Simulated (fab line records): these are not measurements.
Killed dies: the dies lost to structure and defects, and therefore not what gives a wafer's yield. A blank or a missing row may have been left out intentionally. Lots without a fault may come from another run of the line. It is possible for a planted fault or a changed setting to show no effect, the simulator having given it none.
fab line records    flow nand_harc
[record] lots = 11  wafers = 33  last_day = 33
route steps=1302 shown P_M0@274 P_M1@292 END@1302
lots untouched by any fault: they come from a run of this same line in which no faults occurred
start_h: start of the lot's first displayed wafer, in hours after the record's first day    wait_h: hours elapsed since this lot's preceding step    " the same as in the row above    L1.1+2: a row that stands for several wafers    - value missing, or start not given    * or withheld: withheld    < > ~ a bound
route shown NAME@n: NAME is a module with steps in the file, n the number in the route of the first one    usual: the fault-free wafers' mean and standard deviation    same: alike in all rows    chamber/n: place in a boat    sites: the reading at each site    _std_site: how widely they spread, as a standard deviation    _edge_site: mean of outer sites minus mean of inner sites    radius_mm: how far each site lies from the wafer's centre    mask NAME#n: copy n    behind: the tool/chamber that last shaped the wafer    hold: why the lot went on hold/how many hours it stayed there/how the hold came to an end    device: the transistor (n, p or np) that didn't switch    end of line: the same wafers' tests at the end of the route    where a step has no rows: the recipe by itself    killed: not the wafer's yield, but the dies lost to structure and defects at the first sort    map: a wafer's dies, marking killed ones x, the rest . and places with no die _
set.NAME: the run value of the setting; set.NAME@STEP: its run value at that earlier step    model.NAME: the simulator's own value behind a step, which no gauge read
the route's steps for a sample of lots (tables are steps, rows are wafers)
services: the hour from which a tool's chamber was out of use, counted from the record's first day as start_h (under 0 if before that day), plus the number of hours and why
[[steps]]
[step NHARC_P_M0_PVD_20]
[recipe] target_thk_a = 50  bias_v = 168.6  power_w = 15000  chamber_pressure_pa = 0.12  time_s = 8.06  substrate_temp_c = 50  material = TaN
[usual] throttle_valve_pct = 29.8/0.92
lot.wafer  tool            chamber  start_h  wait_h  throttle_valve_pct
L616.1     pvd_sputter-02  -        -        -       30.0
L616.3     "               -        "        "       28.2
L616.6     "               -        "        "       29.9
L619.3     pvd_sputter-03  -        -        -       29.4
L619.4     "               -        "        "       29.0
L619.5     "               -        "        "       29.3
L626.3     pvd_sputter-03  -        -        -       28.5
L626.4     "               -        "        "       29.7
L626.5     "               -        "        "       31.2
L627.4     pvd_sputter-02  -        -        -       30.0
L627.1     "               -        "        "       30.8
L627.5     "               -        "        "       30.1
L628.3     pvd_sputter-02  -        -        -       29.9
L628.4     "               -        "        "       30.2
L628.2     "               -        "        "       28.1
L631.4     pvd_sputter-03  -        -        -       31.2
L631.5     "               -        "        "       29.7
L631.6     "               -        "        "       28.6
L634.4     pvd_sputter-02  -        -        -       29.7
L634.3     "               -        "        "       28.8
L634.5     "               -        "        "       29.7
L635.3     pvd_sputter-03  -        -        -       31.5
L635.2     "               -        "        "       29.7
L635.1     "               -        "        "       29.6
L637.3     pvd_sputter-01  -        -        -       30.0
L637.5     "               -        "        "       29.9
L637.6     "               -        "        "       29.6
L638.2     pvd_sputter-01  -        -        -       29.6
L638.3     "               -        "        "       30.0
L638.6     "               -        "        "       29.6
L639.3     pvd_sputter-02  -        -        -       29.9
L639.6     "               -        "        "       30.4
L639.5     "               -        "        "       29.0
[step NHARC_P_M1_EXPOSE_06]
[recipe] na = 1.35  target_cd_nm = 130  dose_mj = 81.88  mask_id = P_M1
[usual] exposure_dose_mJ_cm2 = 82.5/0.81
lot.wafer  tool             chamber  start_h  wait_h  mask    exposure_dose_mJ_cm2
L616.1     arfi_scanner-02  0        126.76   -       P_M1#0  83.4
L616.3     "                0        "        "       P_M1#0  83.4
L616.6     "                0        "        "       P_M1#0  83.6
L619.3     arfi_scanner-03  0        158.36   -       P_M1#0  81.8
L619.4     "                0        "        "       P_M1#0  81.8
L619.5     "                0        "        "       P_M1#0  81.8
L626.3     arfi_scanner-03  0        233.82   -       P_M1#0  106.6
L626.4     "                0        "        "       P_M1#0  106.6
L626.5     "                0        "        "       P_M1#0  106.5
L627.1     arfi_scanner-01  0        234.80   -       P_M1#0  81.8
L627.4     "                0        "        "       P_M1#0  81.7
L627.5     "                0        "        "       P_M1#0  81.8
L628.2     arfi_scanner-03  0        249.72   -       P_M1#0  101.7
L628.3     "                0        "        "       P_M1#0  101.6
L628.4     "                0        "        "       P_M1#0  101.7
L631.4     arfi_scanner-01  0        274.68   -       P_M1#0  81.7
L631.5     "                0        "        "       P_M1#0  81.8
L631.6     "                0        "        "       P_M1#0  81.6
L634.3     arfi_scanner-01  0        305.28   -       P_M1#0  81.9
L634.4     "                0        "        "       P_M1#0  81.9
L634.5     "                0        "        "       P_M1#0  81.7
L635.1     arfi_scanner-01  0        312.56   -       P_M1#0  81.9
L635.2     "                0        "        "       P_M1#0  81.9
L635.3     "                0        "        "       P_M1#0  81.8
L637.3     arfi_scanner-02  0        345.00   -       P_M1#0  83.3
L637.5     "                0        "        "       P_M1#0  83.3
L637.6     "                0        "        "       P_M1#0  83.4
L638.2     arfi_scanner-02  0        349.58   -       P_M1#0  83.3
L638.3     "                0        "        "       P_M1#0  83.4
L638.6     "                0        "        "       P_M1#0  83.4
L639.3     arfi_scanner-02  0        355.99   -       P_M1#0  83.4
L639.5     "                0        "        "       P_M1#0  83.3
L639.6     "                0        "        "       P_M1#0  83.3
[step NHARC_P_M1_CD_MEAS_09]
[recipe] target_cd_nm = 130  landing_energy_ev = 500
[usual] cd_nm = 130.0/0.53
lot.wafer  tool       chamber  start_h  wait_h  cd_nm
L616.1     cd_sem-03  0        126.90   -       129.9
L616.3     "          0        "        "       130.0
L616.6     "          0        "        "       130.1
L619.3     cd_sem-03  0        158.49   -       129.9
L619.4     "          0        "        "       130.2
L619.5     "          0        "        "       129.6
L626.3     cd_sem-03  0        233.95   -       145.6
L626.4     "          0        "        "       146.1
L626.5     "          0        "        "       145.7
L627.1     cd_sem-02  0        234.94   -       129.9
L627.4     "          0        "        "       130.0
L627.5     "          0        "        "       129.2
L628.2     cd_sem-01  0        249.86   -       143.2
L628.3     "          0        "        "       143.9
L628.4     "          0        "        "       143.3
L631.4     cd_sem-02  0        274.82   -       130.1
L631.5     "          0        "        "       130.1
L631.6     "          0        "        "       130.3
L634.3     cd_sem-02  0        305.42   -       129.7
L634.4     "          0        "        "       129.7
L634.5     "          0        "        "       130.4
L635.1     cd_sem-01  0        312.70   -       129.1
L635.2     "          0        "        "       129.2
L635.3     "          0        "        "       128.9
L637.3     cd_sem-03  0        345.13   -       130.1
L637.5     "          0        "        "       129.5
L637.6     "          0        "        "       129.6
L638.2     cd_sem-01  0        349.72   -       130.8
L638.3     "          0        "        "       130.3
L638.6     "          0        "        "       131.0
L639.3     cd_sem-01  0        356.12   -       130.8
L639.5     "          0        "        "       129.9
L639.6     "          0        "        "       130.8
[step NHARC_P_M1_ETCH_28]
[recipe] target_depth_a = 300  over_etch_frac = 0.3  time_s = 72.99  ion_energy_ev = 150  cf4_flow_sccm = 50  n2_flow_sccm = 100  ar_flow_sccm = 150  rf_w = 300  bias_w = 100  chemistry = CF4/N2
[usual] drypump_motor_current_A = 5.6/0.36  oes_product_au = 1.002/0.0072  rf_vpp_V = 313.6/2.2  showerhead_plenum_p_Torr = 2.59/0.12  throttle_valve_pct = 19.795/0.0089
lot.wafer  tool         chamber  start_h  wait_h  drypump_motor_current_A  oes_product_au  rf_hours_counter_h  rf_vpp_V  showerhead_plenum_p_Torr  throttle_valve_pct
L616.1     rie_diel-10  2        -        -       5.1                      0.994           5                   315.4     2.72                      19.790
L616.3     "            1        "        "       5.4                      0.992           5                   312.8     2.47                      19.792
L616.6     "            2        "        "       5.1                      1.007           -                   315.3     2.72                      19.798
L619.4     rie_diel-08  0        -        -       5.9                      1.002           8                   314.7     2.56                      19.802
L619.3     "            1        "        "       5.8                      1.003           9                   317.2     2.78                      19.819
L619.5     "            0        "        "       5.9                      0.995           -                   312.9     2.56                      19.794
L626.3     rie_diel-08  1        -        -       5.8                      0.999           3                   317.0     2.78                      19.801
L626.4     "            2        "        "       6.0                      1.000           3                   311.2     2.49                      19.773
L626.5     "            0        "        "       5.9                      0.993           -                   313.0     2.56                      19.790
L627.4     rie_diel-10  1        -        -       5.3                      1.004           16                  312.3     2.47                      19.795
L627.1     "            2        "        "       5.1                      0.997           15                  315.2     2.71                      19.802
L627.5     "            1        "        "       5.4                      1.002           -                   311.4     2.47                      19.796
L628.4     rie_diel-08  1        -        -       5.8                      1.009           5                   317.7     2.78                      19.797
L628.3     "            2        "        "       6.1                      0.993           5                   310.9     2.48                      19.802
L628.2     "            3        "        "       5.2                      1.004           4                   311.9     2.49                      19.800
L631.4     rie_diel-08  2        -        -       6.1                      1.023           6                   311.0     2.48                      19.787
L631.5     "            3        "        "       5.2                      1.007           -                   312.0     2.49                      19.784
L631.6     "            0        "        "       5.9                      1.008           -                   313.2     2.56                      19.782
L634.4     rie_diel-10  0        -        -       5.5                      1.014           4                   317.4     2.79                      19.795
L634.3     "            2        "        "       5.1                      1.002           4                   315.9     2.71                      19.781
L634.5     "            0        "        "       5.5                      1.017           -                   317.6     2.79                      19.793
L635.1     rie_diel-12  1        -        -       5.1                      0.991           11                  313.8     2.58                      19.808
L635.3     "            2        "        "       6.0                      0.996           12                  312.1     2.51                      19.778
L635.2     "            3        "        "       5.7                      0.999           15                  313.4     2.55                      19.796
L637.3     rie_diel-10  0        -        -       5.5                      1.008           8                   317.3     2.79                      19.799
L637.5     "            0        "        "       5.5                      1.014           -                   317.6     2.79                      19.791
L637.6     "            1        "        "       5.3                      1.012           -                   311.9     2.47                      19.784
L638.3     rie_diel-10  0        -        -       5.5                      1.000           8                   316.3     2.79                      19.802
L638.2     "            2        "        "       5.1                      1.005           7                   316.3     2.71                      19.791
L638.6     "            0        "        "       5.5                      1.009           -                   318.0     2.79                      19.803
L639.3     rie_diel-08  0        -        -       5.9                      0.993           11                  312.9     2.55                      19.798
L639.5     "            1        "        "       5.8                      1.016           -                   317.6     2.78                      19.783
L639.6     "            2        "        "       6.0                      1.004           -                   311.9     2.48                      19.801
[step NHARC_P_M1_DEGAS_29]
[recipe] temp_c = 250  time_s = 60
[usual] heater_power_w = 341/27
lot.wafer  tool            chamber  start_h  wait_h  heater_power_w
L616.1     pvd_sputter-03  -        128.11   -       314
L616.3     "               -        "        "       340
L616.6     "               -        "        "       349
L619.4     pvd_sputter-02  -        159.74   -       334
L619.3     "               -        "        "       317
L619.5     "               -        "        "       335
L626.4     pvd_sputter-03  -        235.20   -       316
L626.3     "               -        "        "       343
L626.5     "               -        "        "       317
L627.1     pvd_sputter-02  -        236.14   -       311
L627.4     "               -        "        "       319
L627.5     "               -        "        "       313
L628.3     pvd_sputter-01  -        251.10   -       351
L628.4     "               -        "        "       300
L628.2     "               -        "        "       387
L631.4     pvd_sputter-03  -        276.01   -       327
L631.6     "               -        "        "       331
L631.5     "               -        "        "       376
L634.4     pvd_sputter-01  -        306.63   -       375
L634.3     "               -        "        "       351
L634.5     "               -        "        "       371
L635.2     pvd_sputter-03  -        313.94   -       342
L635.3     "               -        "        "       331
L635.1     "               -        "        "       316
L637.3     pvd_sputter-01  -        346.34   -       368
L637.5     "               -        "        "       385
L637.6     "               -        "        "       372
L638.3     pvd_sputter-01  -        350.92   -       380
L638.2     "               -        "        "       339
L638.6     "               -        "        "       376
L639.3     pvd_sputter-01  -        357.32   -       309
L639.6     "               -        "        "       301
L639.5     "               -        "        "       369
[step NHARC_END_SORT_01]
[recipe] temp_c = 25
[usual] defect_limited_yield = 92/3  killed_at_array = 52/20  killed_at_other = 1.0/1.3  killed_at_periphery = 3.7/2.2  killed_dies = 57/20  killed_open = 3.2/1.6  killed_short = 2.4/1.6  sort_bin_2_pct = 2.9/1.4  sort_bin_3_pct = 0.6/0.41  sort_bin_4_pct = 4.8/1.5  sort_n_pass = 620/20  sort_rim_yield_pct = 93/3.5  sort_yield_pct = 92/3
[same] gross_dies = 677  sort_bin_5_pct[%] = 0  sort_bin_6_pct[%] = 0  sort_bin_7_pct[%] = 0  sort_bin_8_pct[%] = 0  sort_rim_n_gross = 106.00
lot.wafer  tool       chamber  start_h  wait_h  defect_limited_yield[%]  killed_at_array  killed_at_other  killed_at_periphery  killed_dies  killed_open  killed_short  sort_bin_2_pct[%]  sort_bin_3_pct[%]  sort_bin_4_pct[%]  sort_n_pass  sort_rim_yield_pct[%]  sort_yield_pct[%]
L627.1     prober-02  0        656.22   2.5     93                       41               2                3                    46           2            4             2.2                0.4                4.1                631          91                     93
L627.4     prober-02  0        658.64   3.4     95                       27               5                4                    36           3            1             1.5                0.3                3.5                641          93                     95
L628.2     prober-02  0        682.10   2.8     95                       31               1                5                    37           3            2             1.3                0.4                3.7                640          97                     95
L628.3     prober-02  0        682.90   3.1     96                       28               0                2                    30           9            0             1.3                0.3                2.8                647          92                     96
L628.4     prober-02  0        683.69   3.4     95                       29               1                3                    33           5            0             1.2                0.3                3.4                644          94                     95
// killed by level:class
L627.1 A_CONTACT:chamber_film_flake=12 A_STAIRCASE:chamber_film_flake=7 A_BONDPAD:chamber_film_flake=7 A_CHANNEL_HOLE_D1:chamber_film_flake=6 A_BLC:chamber_film_flake=3 A_CHANNEL_HOLE_D2:geometric_particle:short=2 THIN_TSV:chamber_film_flake=2 P_STI:geometric_particle:short=1
L627.4 A_CHANNEL_HOLE_D1:chamber_film_flake=7 A_BONDPAD:chamber_film_flake=5 THIN_TSV:chamber_film_flake=5 P_M2:chamber_film_flake=4 A_STAIRCASE:chamber_film_flake=4 A_CONTACT:chamber_film_flake=3 A_BLC:chamber_film_flake=3 A_DECK1_JOINT:geometric_particle:short=1
L628.2 A_CHANNEL_HOLE_D1:chamber_film_flake=8 A_CONTACT:chamber_film_flake=7 A_STAIRCASE:chamber_film_flake=6 P_GATE:chamber_film_flake=2 A_SLIT:chamber_film_flake=2 A_ONON_D1:geometric_particle:open=1 A_ONON_D2:geometric_particle:open=1 A_CHANNEL_FILL_D2:geometric_particle:short=1
L628.3 A_STAIRCASE:chamber_film_flake=8 A_CONTACT:chamber_film_flake=4 A_CHANNEL_HOLE_D1:chamber_film_flake=3 A_SLIT:chamber_film_flake=3 A_ONON_D1:geometric_particle:open=2 A_M0:geometric_particle:open=2 P_GATE:geometric_particle:open=1 A_DECK1_JOINT:geometric_particle:open=1
L628.4 A_STAIRCASE:chamber_film_flake=8 A_CHANNEL_HOLE_D1:chamber_film_flake=6 A_CONTACT:chamber_film_flake=5 P_STI:chamber_film_flake=2 A_SLIT:chamber_film_flake=2 A_SLIT:geometric_particle:open=1 A_WL_FILL:geometric_particle:open=1 A_CONTACT:geometric_particle:open=1
[[services]]
tool             chamber  start_h  hours  kind
pvd_sputter-02   -        111.35   10.0   pm
rie_diel-08      0        114.97   3.2    repair
arfi_scanner-01  -        129.40   0.9    repair
arfi_scanner-02  -        140.00   4.0    pm
pvd_sputter-02   -        155.32   0.9    repair
rie_diel-08      2        156.18   3.1    repair
pvd_sputter-03   -        156.91   4.6    repair
pvd_sputter-02   -        161.48   2.3    repair
arfi_scanner-01  -        166.56   0.2    repair
pvd_sputter-03   -        170.01   10.0   pm
rie_diel-08      -        177.81   0.2    repair
rie_diel-08      0        183.08   5.2    repair
rie_diel-08      -        190.80   9.0    pm
pvd_sputter-02   -        215.15   4.0    repair
pvd_sputter-01   -        226.00   10.0   pm
pvd_sputter-03   -        231.56   1.0    repair
arfi_scanner-02  -        236.52   0.5    repair
rie_diel-10      -        242.54   9.0    pm
rie_diel-10      2        286.15   2.9    repair
pvd_sputter-02   -        289.35   10.0   pm
pvd_sputter-03   -        298.60   0.5    repair
pvd_sputter-02   -        311.29   4.4    repair
pvd_sputter-03   -        345.84   1.0    repair
pvd_sputter-03   -        348.01   10.0   pm
[[key]]
[first_sign] step = NHARC_P_M1_EXPOSE_06  reading = exposure_dose_mJ_cm2  direction = up  sigmas = 27  usual = 82.5  struck = 104.1
[effect] step = NHARC_P_M1_CD_MEAS_09  reading = cd_nm  direction = up  sigmas = 28  usual = 130.0  struck = 144.6  through = control_loop
met_at NHARC_P_M1_EXPOSE_06
struck_lots L626,L628
[loop_trim] step = NHARC_P_M1_EXPOSE_06  setting = dose  lots = L628
not_acting_at NHARC_P_M0_PVD_20,NHARC_P_M1_ETCH_28,NHARC_P_M1_DEGAS_29
onset_between 158.36 233.82
[fault] kind = process_parameter_drift  tool = arfi_scanner-03  chamber = -  onset_h = 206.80  steps = NHARC_P_M1_EXPOSE_06  channel = dose_mj  offset = 24.957  shape = step  acts_in = these_recipes_only  stated = 81.88
// loop_trim: a control loop set the setting to another value than it would have without faults
